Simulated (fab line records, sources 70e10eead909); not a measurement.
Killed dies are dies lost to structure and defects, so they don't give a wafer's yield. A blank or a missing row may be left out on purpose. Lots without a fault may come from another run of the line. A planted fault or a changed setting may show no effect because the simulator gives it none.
fab line records | flow nand_harc
record lots=10 wafers=30 last_day=33
route steps=1302 shown A_CHANNEL_FILL_D2@618 THIN_TSV@1271 END@1301
lots that met no fault: from a run of the same line without faults
start_h: hours from the record's first day to the start of the lot's first wafer shown | wait_h: hours since the lot's step before | " the same as in the row above | L1.1+2: a row that stands for several wafers | - no value, or no start given | * or withheld: withheld | < > ~ a bound
route shown NAME@n: a module of which the file shows steps, and the number in the route of the first | usual: mean/standard deviation of fault-free wafers | same: alike in all rows | chamber/n: place in a boat | sites: the reading at each site | _std_site: their standard deviation | _edge_site: outer sites' mean less inner sites' | radius_mm: how far each site lies from the wafer's centre | mask NAME#n: copy n | behind: the tool/chamber that last shaped the wafer | hold: why the lot was held/for how many hours/how that ended | device: the transistor (n, p or np) that didn't switch | end of line: the same wafers' tests at the end of the route | a step without rows: its recipe alone | killed: dies lost to structure and defects at the first sort, not the wafer's yield | map: a wafer's dies, x killed, . not, _ none there
set.NAME: the setting as run; set.NAME@STEP: as run at that earlier step | model.NAME: the simulator's own value behind a step, which no gauge read
steps of the route over a sample of lots; a table a step, a row a wafer
services: from which hour (start_h, from the record's first day; less than 0 if before it) a tool's chamber was out of use, for how many hours, and why
## steps
# step NHARC_A_CHANNEL_FILL_D2_CVD_18
# recipe target_thk_a=30 temp_c=550 material=poly-Si
# columns lot.wafer tool chamber start_h wait_h
L488.1+2+5 lpcvd_poly-02 0 324.58 -
L489.1+2+6 lpcvd_poly-02 0 324.58 -
L490.1+2+3 lpcvd_poly-02 0 344.69 -
L492.2+3+6 lpcvd_poly-03 0 354.57 -
L493.2+4+5 lpcvd_poly-01 0 381.21 -
L495.2+3+4 lpcvd_poly-02 0 384.06 -
L496.1+2+5 lpcvd_poly-02 0 409.65 -
L497.3+4+6 lpcvd_poly-02 0 409.65 -
L506.1+4+5 lpcvd_poly-02 0 502.24 -
L510.2+3+6 lpcvd_poly-02 0 540.23 -
# step NHARC_THIN_TSV_PRE_CLEAN_50
# recipe time_s=30 temp_c=280 gas=H2/He
# usual heater_power_w=412/31
# columns lot.wafer tool chamber start_h wait_h heater_power_w
L488.2 pvd_sputter-03 - - - 376
L488.1 " - " " 392
L488.5 " - " " 376
L489.2 pvd_sputter-01 - 552.05 - 475
L489.1 " - " " 428
L489.6 " - " " 467
L490.3 pvd_sputter-01 - - - 459
L490.2 " - " " 442
L490.1 " - " " 379
L492.3 pvd_sputter-01 - - - 428
L492.2 " - " " 368
L492.6 " - " " 377
L493.4 pvd_sputter-02 - - - 420
L493.2 " - " " 377
L493.5 " - " " 377
L495.4 pvd_sputter-01 - - - 456
L495.2 " - " " 428
L495.3 " - " " 465
L497.4 pvd_sputter-01 - - - 464
L497.6 " - " " 448
L496.2 pvd_sputter-01 - - - 449
L496.1 " - " " 424
L496.5 " - " " 388
L506.4 pvd_sputter-02 - - - 403
L506.1 " - " " 391
L506.5 " - " " 406
L510.3 pvd_sputter-03 - - - 465
L510.2 " - " " 390
L510.6 " - " " 373
# step NHARC_THIN_TSV_ANNEAL_52
# recipe temp_c=225 time_s=90
# usual anneal_temp_c=225.00/0.16 wafer_temp_C_max=226.7/0.61
# columns lot.wafer tool chamber start_h wait_h anneal_temp_c wafer_temp_C_max
L488.1 rtp_anneal-01 0 550.25 0.6 225.07 227.3
L488.2 " 0 " " 224.77 226.6
L488.5 " 0 " " 225.03 227.7
L489.1 rtp_anneal-01 0 553.14 0.5 225.14 227.2
L489.2 " 0 " " 224.99 226.6
L489.6 " 0 " " 224.79 226.9
L490.1 rtp_anneal-01 0 565.57 0.5 225.28 226.7
L490.2 " 0 " " 225.30 227.5
L490.3 " 0 " " 224.84 227.6
L492.2 rtp_anneal-01 0 578.67 0.7 224.51 226.7
L492.3 " 0 " " 224.72 227.9
L492.6 " 0 " " 224.83 227.0
L493.2 rtp_anneal-01 0 615.41 0.7 225.12 227.2
L493.4 " 0 " " 225.19 227.1
L493.5 " 0 " " 225.03 227.7
L495.2 rtp_anneal-01 0 616.00 0.6 224.61 226.8
L495.3 " 0 " " 224.81 227.5
L495.4 " 0 " " 224.51 226.9
L497.4 rtp_anneal-02 0 632.07 0.6 224.85 226.6
L497.6 " 0 " " 224.94 225.9
L496.1 rtp_anneal-01 0 633.23 0.6 224.84 226.2
L496.2 " 0 " " 224.89 226.8
L496.5 " 0 " " 224.98 227.0
L506.1 rtp_anneal-01 0 727.61 0.5 224.87 226.9
L506.4 " 0 " " 224.97 227.5
L506.5 " 0 " " 224.65 226.8
L510.2 rtp_anneal-02 0 768.09 0.6 224.86 226.2
L510.3 " 0 " " 224.88 226.4
L510.6 " 0 " " 225.11 226.6
# step NHARC_THIN_TSV_DESCUM_35
# recipe time_s=3 o2_flow_sccm=200 ar_flow_sccm=0 bias_power_w=0 chemistry=O2
# usual drypump_motor_current_A=5.5/0.36 oes_product_au=0.999/0.015 rf_vpp_V=57.8/0.93 showerhead_plenum_p_Torr=1.93/0.09 throttle_valve_pct=11.311/0.0096
# columns lot.wafer tool chamber start_h wait_h drypump_motor_current_A oes_product_au rf_hours_counter_h rf_vpp_V showerhead_plenum_p_Torr throttle_valve_pct
L488.2 rie_diel-04 2 552.35 - 5.2 1.007 0.8 57.8 1.94 11.322
L488.1 " 0 " " 5.7 0.989 1.4 56.0 1.82 11.306
L488.5 " 2 " " 5.2 1.011 - 56.9 1.94 11.314
L489.2 rie_diel-12 2 555.13 - 5.3 1.005 5.7 57.9 1.89 11.304
L489.1 " 0 " " 5.3 1.027 6.6 57.3 1.78 11.330
L489.6 " 3 " " 5.5 1.015 - 58.8 1.81 11.313
L490.3 rie_diel-12 3 567.66 - 5.5 1.015 7.7 57.8 1.81 11.301
L490.1 " 0 " " 5.3 1.018 7.7 57.6 1.78 11.320
L490.2 " 2 " " 5.4 0.996 7.4 58.5 1.89 11.332
L492.2 rie_diel-12 0 580.66 - 5.4 1.022 7.9 58.9 1.78 11.314
L492.3 " 1 " " 5.3 1.008 7.5 57.4 1.84 11.310
L492.6 " 2 " " 5.3 0.985 - 57.6 1.89 11.307
L493.4 rie_diel-05 2 617.33 - 5.2 1.005 1.1 57.0 2.03 11.302
L493.2 " 1 " " 5.3 0.991 1.2 57.3 2.03 11.309
L493.5 " 2 " " 5.2 0.995 - 57.7 2.03 11.305
L495.2 rie_diel-04 2 617.92 - 5.2 0.994 3.6 57.4 1.94 11.296
L495.4 " 3 " " 6.2 1.014 4.6 56.4 1.88 11.297
L495.3 " 0 " " 5.7 0.968 4.0 57.7 1.82 11.317
L497.4 rie_diel-05 3 633.92 - 5.3 1.011 1.9 57.6 1.89 11.320
L497.6 " 2 " " 5.2 0.981 - 58.4 2.03 11.316
L496.1 rie_diel-04 3 635.21 - 6.2 1.024 5.7 56.7 1.88 11.313
L496.2 " 0 " " 5.7 0.974 5.0 58.6 1.82 11.311
L496.5 " 3 " " 6.2 1.028 - 57.8 1.88 11.325
L506.4 rie_diel-12 3 729.73 - 5.5 1.020 6.7 59.4 1.81 11.315
L506.1 " 0 " " 5.4 1.032 6.6 57.9 1.78 11.310
L506.5 " 2 " " 5.4 0.999 - 58.1 1.89 11.322
L510.2 rie_diel-05 1 770.14 - 5.3 1.009 0 59.0 2.03 11.312
L510.3 " 3 " " 5.3 1.020 0 56.1 1.89 11.303
L510.6 " 2 " " 5.2 0.978 - 59.8 2.03 11.305
# step NHARC_END_WLT_00
# usual VT_DECK1_BOTTOM=0.875/0.0082 VT_DECK1_BOTTOM_INNER=0.875/0.008 VT_DECK1_MEDIAN_NEAR_BOTTOM=0.876/0.0079 VT_DECK1_MEDIAN_NEAR_BOTTOM_INNER=0.875/0.0083 VT_DECK1_MIDDLE=0.888/0.0074 VT_DECK1_MIDDLE_INNER=0.888/0.007 VT_DECK1_TOP=0.900/0.0065 VT_DECK1_TOP_INNER=0.900/0.0072 VT_DECK2_BOTTOM=0.873/0.007 VT_DECK2_BOTTOM_INNER=0.872/0.0071 VT_DECK2_MEDIAN_NEAR_BOTTOM=0.873/0.0068 VT_DECK2_MEDIAN_NEAR_BOTTOM_INNER=0.874/0.0072 VT_DECK2_MIDDLE=0.887/0.0061 VT_DECK2_MIDDLE_INNER=0.886/0.0066 VT_DECK2_TOP=0.899/0.0064 VT_DECK2_TOP_INNER=0.899/0.0063
# columns lot.wafer tool chamber start_h wait_h VT_DECK1_BOTTOM VT_DECK1_BOTTOM_INNER VT_DECK1_MEDIAN_NEAR_BOTTOM VT_DECK1_MEDIAN_NEAR_BOTTOM_INNER VT_DECK1_MIDDLE VT_DECK1_MIDDLE_INNER VT_DECK1_TOP VT_DECK1_TOP_INNER VT_DECK2_BOTTOM VT_DECK2_BOTTOM_INNER VT_DECK2_MEDIAN_NEAR_BOTTOM VT_DECK2_MEDIAN_NEAR_BOTTOM_INNER VT_DECK2_MIDDLE VT_DECK2_MIDDLE_INNER VT_DECK2_TOP VT_DECK2_TOP_INNER
L488.1 prober-02 - 564.67 7.8 0.880 0.889 0.876 0.885 0.895 0.895 0.916 0.914 0.873 0.860 0.861 0.877 0.881 0.873 0.891 0.890
L488.2 " - " " 0.883 0.881 0.888 0.885 0.899 0.896 0.900 0.913 0.864 0.869 0.870 0.868 0.881 0.878 0.900 0.897
L488.5 " - 566.70 9.9 0.885 0.881 0.882 0.889 0.897 0.896 0.908 0.907 0.867 0.861 0.872 0.867 0.880 0.882 0.900 0.894
L489.1 prober-01 - 564.69 3.7 0.874 0.870 0.870 0.867 0.889 0.878 0.901 0.895 0.881 0.875 0.877 0.873 0.883 0.880 0.896 0.885
L489.2 " - " " 0.870 0.876 0.866 0.873 0.875 0.891 0.895 0.893 0.865 0.859 0.864 0.859 0.883 0.880 0.898 0.897
L489.6 " - 567.17 6.2 0.863 0.865 0.863 0.870 0.879 0.878 0.889 0.895 0.868 0.879 0.876 0.880 0.893 0.886 0.899 0.894
L490.1 prober-02 - 572.50 0.6 0.879 0.885 0.883 0.888 0.897 0.900 0.900 0.896 0.875 0.873 0.877 0.882 0.894 0.893 0.902 0.895
L490.2 " - " " 0.887 0.888 0.889 0.883 0.897 0.893 0.905 0.908 0.876 0.872 0.886 0.880 0.901 0.895 0.915 0.906
L490.3 " - " " 0.878 0.877 0.881 0.878 0.891 0.890 0.906 0.899 0.890 0.892 0.888 0.885 0.894 0.896 0.912 0.912
L492.2 prober-02 - 588.67 0.6 0.861 0.872 0.862 0.872 0.886 0.882 0.890 0.896 0.879 0.879 0.873 0.874 0.891 0.891 0.905 0.907
L492.3 " - " " 0.875 0.865 0.874 0.861 0.891 0.881 0.895 0.902 0.880 0.869 0.879 0.879 0.892 0.888 0.910 0.910
L492.6 " - 590.66 2.5 0.876 0.876 0.880 0.870 0.883 0.880 0.896 0.898 0.881 0.888 0.877 0.883 0.901 0.884 0.904 0.913
L495.2 prober-01 - 623.69 0.5 0.878 0.878 0.878 0.879 0.885 0.892 0.903 0.896 0.870 0.875 0.867 0.871 0.880 0.880 0.885 0.890
L495.3 " - " " 0.873 0.876 0.884 0.882 0.896 0.893 0.895 0.898 0.874 0.873 0.879 0.873 0.881 0.880 0.890 0.889
L495.4 " - " " 0.875 0.869 0.867 0.870 0.880 0.874 0.898 0.902 0.872 0.875 0.867 0.876 0.880 0.877 0.892 0.892
L493.2 prober-02 - 623.70 0.6 0.874 0.864 0.867 0.863 0.882 0.884 0.892 0.896 0.870 0.871 0.871 0.873 0.884 0.889 0.902 0.900
L493.4 " - " " 0.861 0.884 0.877 0.869 0.888 0.882 0.900 0.890 0.879 0.880 0.877 0.887 0.896 0.889 0.896 0.904
L493.5 " - " " 0.874 0.866 0.874 0.876 0.885 0.881 0.897 0.894 0.889 0.884 0.876 0.880 0.879 0.889 0.892 0.903
L496.1 prober-02 - 639.75 0.1 0.886 0.878 0.885 0.883 0.890 0.893 0.894 0.890 0.937 0.938 0.943 0.948 0.956 0.956 0.975 0.975
L496.2 " - " " 0.884 0.870 0.882 0.878 0.885 0.895 0.904 0.903 0.945 0.939 0.954 0.961 0.958 0.958 0.979 0.972
L496.5 " - 641.78 2.1 0.868 0.876 0.862 0.873 0.873 0.879 0.896 0.893 0.942 0.934 0.939 0.940 0.960 0.949 0.975 0.972
L497.4 prober-01 - 641.24 1.5 0.872 0.866 0.873 0.878 0.884 0.886 0.897 0.896 0.943 0.931 0.941 0.941 0.972 0.960 0.977 0.982
L497.6 " - 642.24 2.5 0.862 0.852 0.866 0.873 0.888 0.875 0.903 0.901 0.931 0.937 0.938 0.933 0.958 0.959 0.977 0.979
L506.1 prober-01 - 735.59 0.0 0.858 0.872 0.862 0.871 0.866 0.880 0.891 0.889 0.858 0.871 0.872 0.878 0.888 0.885 0.894 0.889
L506.4 " - 737.10 1.5 0.859 0.864 0.870 0.866 0.879 0.880 0.887 0.875 0.871 0.872 0.866 0.873 0.881 0.890 0.892 0.894
L506.5 " - " " 0.870 0.866 0.872 0.864 0.878 0.875 0.892 0.885 0.872 0.864 0.870 0.869 0.885 0.881 0.896 0.897
L510.2 prober-01 - 777.75 0.5 0.876 0.878 0.888 0.888 0.888 0.893 0.905 0.912 0.858 0.867 0.868 0.871 0.893 0.893 0.893 0.899
L510.3 " - " " 0.873 0.879 0.871 0.865 0.891 0.883 0.903 0.906 0.872 0.886 0.880 0.879 0.896 0.889 0.902 0.892
L510.6 " - 779.76 2.6 0.871 0.870 0.880 0.870 0.892 0.895 0.894 0.905 0.876 0.875 0.877 0.875 0.893 0.892 0.899 0.895
# step NHARC_END_SORT_01
# recipe temp_c=25
# usual killed_at_array=61/26 killed_at_other=0.8/1.1 killed_at_periphery=4.0/2.6 killed_dies=66/26 killed_open=3.1/1.7 killed_short=2.5/1.5
# same gross_dies=677
# columns lot.wafer tool chamber start_h wait_h killed_at_array killed_at_other killed_at_periphery killed_dies killed_open killed_short
L496.1 prober-02 0 642.80 2.5 378 1 1 380 2 4
L496.2 prober-02 0 643.61 2.8 430 1 2 433 3 2
L496.5 prober-02 0 646.05 3.8 400 0 7 407 2 2
L497.3 prober-01 0 644.33 3.1 400 1 4 405 5 2
L497.4 prober-01 0 645.13 3.4 316 1 0 317 1 2
L497.6 prober-01 0 646.72 4.0 357 1 3 361 1 5
# killed by level:class
L496.1 A_CHANNEL_FILL_D2:area_cvd=295 A_CHANNEL_HOLE_D1:chamber_film_flake=27 A_SLIT:chamber_film_flake=24 A_CHANNEL_HOLE_D2:chamber_film_flake=17 A_CONTACT:chamber_film_flake=6 P_CONTACT:geometric_particle:short=1 A_CHANNEL_HOLE_D1:geometric_particle:short=1 A_ONON_D2:geometric_particle:open=1
L496.2 A_CHANNEL_FILL_D2:area_cvd=327 A_CHANNEL_HOLE_D2:chamber_film_flake=35 A_SLIT:chamber_film_flake=30 A_CHANNEL_HOLE_D1:chamber_film_flake=29 A_ONON_D1:geometric_particle:open=1 A_DECK1_JOINT:geometric_particle:short=1 A_WL_FILL:geometric_particle:short=1 A_CONTACT:geometric_particle:open=1
L497.3 A_CHANNEL_FILL_D2:area_cvd=368 A_CHANNEL_HOLE_D2:chamber_film_flake=14 A_CONTACT:chamber_film_flake=5 A_CHANNEL_HOLE_D1:chamber_film_flake=4 A_ONON_D1:geometric_particle:open=2 A_WL_FILL:chamber_film_flake=2 P_CONTACT:geometric_particle:short=1 P_CONTACT:geometric_particle:open=1
L497.4 A_CHANNEL_FILL_D2:area_cvd=282 A_CHANNEL_HOLE_D2:chamber_film_flake=13 A_CHANNEL_HOLE_D1:chamber_film_flake=5 A_SLIT:chamber_film_flake=4 A_CONTACT:chamber_film_flake=4 A_STAIRCASE:chamber_film_flake=2 A_WL_FILL:chamber_film_flake=2 A_SOURCE_PLATE:geometric_particle:short=1
L496.5 A_CHANNEL_FILL_D2:area_cvd=275 A_CHANNEL_HOLE_D1:chamber_film_flake=40 A_SLIT:chamber_film_flake=40 A_CHANNEL_HOLE_D2:chamber_film_flake=34 A_DECK1_JOINT:chamber_film_flake=4 P_ZERO_WELL:chamber_film_flake=3 P_GATE:chamber_film_flake=3 P_CONTACT:geometric_particle:short=1
L497.6 A_CHANNEL_FILL_D2:area_cvd=323 A_CHANNEL_HOLE_D2:chamber_film_flake=14 A_CHANNEL_HOLE_D1:chamber_film_flake=5 A_CONTACT:chamber_film_flake=5 A_SLIT:chamber_film_flake=4 A_WL_FILL:geometric_particle:short=2 P_CONTACT:geometric_particle:short=1 P_M0:geometric_particle:short=1
## services
# columns tool chamber start_h hours kind
rie_diel-04 3 346.67 5.6 repair
rie_diel-04 3 354.84 5.3 repair
rie_diel-04 - 354.93 9.0 pm
rie_diel-05 0 364.54 1.2 repair
rtp_anneal-01 - 372.00 12.0 pm
rie_diel-04 1 375.32 6.9 repair
pvd_sputter-01 - 404.03 10.0 pm
rie_diel-05 - 406.60 9.0 pm
rie_diel-12 - 445.40 9.0 pm
rie_diel-12 - 461.58 1.1 repair
rie_diel-12 1 483.84 15.0 repair
rie_diel-05 0 503.77 4.8 repair
lpcvd_poly-02 - 517.64 10.1 repair
rie_diel-04 - 531.93 9.0 pm
rie_diel-12 2 546.67 2.7 repair
rie_diel-04 2 581.62 3.1 repair
pvd_sputter-01 - 582.03 10.0 pm
rie_diel-12 - 622.40 9.0 pm
lpcvd_poly-02 - 630.41 5.2 repair
rie_diel-12 - 646.87 0.3 repair
rie_diel-12 2 656.59 1.2 repair
rie_diel-04 - 708.93 9.0 pm
rie_diel-04 0 757.41 6.9 repair
pvd_sputter-01 - 760.03 10.0 pm
## key
first_sign step=NHARC_END_WLT_00 reading=VT_DECK2_MIDDLE direction=up sigmas=12 usual=0.887 struck=0.961
effect step=NHARC_END_WLT_00 reading=VT_DECK2_TOP_INNER direction=up sigmas=12 usual=0.899 struck=0.976
effect step=NHARC_END_SORT_01 reading=killed_at_array direction=up sigmas=12 usual=61 struck=380
more_kills_born_at NHARC_A_CHANNEL_FILL_D2_CVD_18@lpcvd_poly-02=1870
met_at NHARC_A_CHANNEL_FILL_D2_CVD_18
struck_lots L496,L497
later_rows_left_out L497.3
tester_left_out L496,L497
not_acting_at NHARC_THIN_TSV_PRE_CLEAN_50,NHARC_THIN_TSV_ANNEAL_52,NHARC_THIN_TSV_DESCUM_35
onset_between 384.06 409.65
fault kind=process_parameter_drift tool=lpcvd_poly-02 chamber=- onset_h=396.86 steps=NHARC_A_CHANNEL_FILL_D2_CVD_18 channel=target_thk_a offset=* shape=step end_h=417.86 acts_in=* stated=*
# tester_left_out: of these lots the tester's yield and bins aren't shown, on N5 and GAA mostly nor the transistor test; their killed dies are dies lost to structure and defects alone, not to doping, threshold or leakage, so they don't give the yield
# later_rows_left_out: the simulator's readings of these wafers behind a module that went badly wrong aren't trusted and aren't shown, but for the sort
